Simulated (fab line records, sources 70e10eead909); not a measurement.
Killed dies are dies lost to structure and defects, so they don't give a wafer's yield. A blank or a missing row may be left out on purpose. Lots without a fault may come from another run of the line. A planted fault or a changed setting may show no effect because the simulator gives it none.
A struck lot beside a sound one | flow nand_harc | 14 steps out of a route of 1159
Sound: wafers L137.1, L137.3, L137.6. Struck: wafer L139.1. (L139.2 of the same lot was not struck and is left out.) The cause comes at the end.
At each step with rows: each side's tool, then ch and its chambers, then its first start. Under that, the readings that differ: sound wafers | struck wafers | difference of the means | sigmas: that difference in standard deviations of wafers without a fault.
alike: readings whose means differ by less than 2 such deviations, and words and numbers that are the same on both sides. not compared: withheld readings, readings that some wafer has no value for, bounds like >300 that may hide the same value, and numbers for which the record gives no deviation and whose values overlap.
The two part at a step that has a row with sigmas, a row that says differs or no value, or rows on one side only. Numbers that don't overlap but have no deviation are shown without sigmas and don't part them. A reading that every wafer of one side lacks parts them only if that side has two wafers or more.

NHARC_A_SOURCE_PLATE_THK_MEAS_09: measures by ellipsometry.
  sound on film_metro-01, day 9 18:02; struck on film_metro-01, day 10 07:11
  alike: thk_nm
then, 3 steps without rows for these wafers: NHARC_A_SOURCE_PLATE_PVD_04 (deposits WSi2, target thk 50 nm); NHARC_A_SOURCE_PLATE_CVD_03 (deposits poly-Si, target thk 200 nm, time 4000 s); NHARC_A_SOURCE_PLATE_ANNEAL_05 (time 1800 s).
NHARC_A_SOURCE_PLATE_THK_MEAS_06: measures by ellipsometry.
  sound on film_metro-01, day 10 10:47; struck on film_metro-02, day 10 20:33
  alike: thk_nm
NHARC_A_SOURCE_PLATE_INSPECT_08:
  sound on defect_inspect-02, day 10 10:53; struck on defect_inspect-02, day 10 20:37
  alike: raw_defect_count
then, 1 step without rows for these wafers: NHARC_A_ONON_D1_DEP_00 (target thk 1000 nm).
NHARC_A_ONON_D1_THK_MEAS_02: measures by ellipsometry.
  sound on film_metro-01, day 10 11:28; struck on film_metro-02, day 10 21:17
  reading     | sound          | struck | difference | sigmas
  thk_nm (nm) | 1007 1007 1008 | 982    | -25        | -3
then, 1 step without rows for these wafers: NHARC_A_ONON_D1_DEP_03 (target thk 1000 nm).
NHARC_A_ONON_D1_THK_MEAS_05: measures by ellipsometry.
  sound on film_metro-01, day 10 12:02; struck on film_metro-02, day 10 22:06
  alike: thk_nm
NHARC_A_ONON_D1_DEP_06: target thk 1000 nm.
  sound on pecvd_onon-02 ch 0, day 10 12:05; struck on pecvd_onon-02 ch 0, day 10 22:26
NHARC_A_ONON_D1_THK_MEAS_08: measures by ellipsometry.
  sound on film_metro-01, day 10 12:36; struck on film_metro-02, day 10 22:57
  reading     | sound        | struck | difference | sigmas
  thk_nm (nm) | 999 998 1001 | 712    | -287       | -33
then, 1 step without rows for these wafers: NHARC_A_ONON_D1_DEP_09 (target thk 1000 nm).
-- the record jumps here: 13 days lie between the struck wafers' starts before and after (it left off in module A_ONON_D1 and takes up again in module END, whose first step shown is number 1159 of the route) --
NHARC_END_SORT_01:
  sound on prober-02 ch 0, day 22 05:51; struck on prober-01 ch 0, day 23 12:26
  reading         | sound    | struck | difference | sigmas
  killed_at_array | 27 42 31 | 675    | +642       | +65
  killed_at_other | 4 6 1    | 0      | -4         | -3
  killed_dies     | 33 51 39 | 677    | +636       | +64
  alike: killed_at_periphery, killed_open, killed_short

WHERE THEY PART
First at NHARC_A_ONON_D1_THK_MEAS_02; last, within this record, at NHARC_END_SORT_01.

WHY: what the simulator had put in
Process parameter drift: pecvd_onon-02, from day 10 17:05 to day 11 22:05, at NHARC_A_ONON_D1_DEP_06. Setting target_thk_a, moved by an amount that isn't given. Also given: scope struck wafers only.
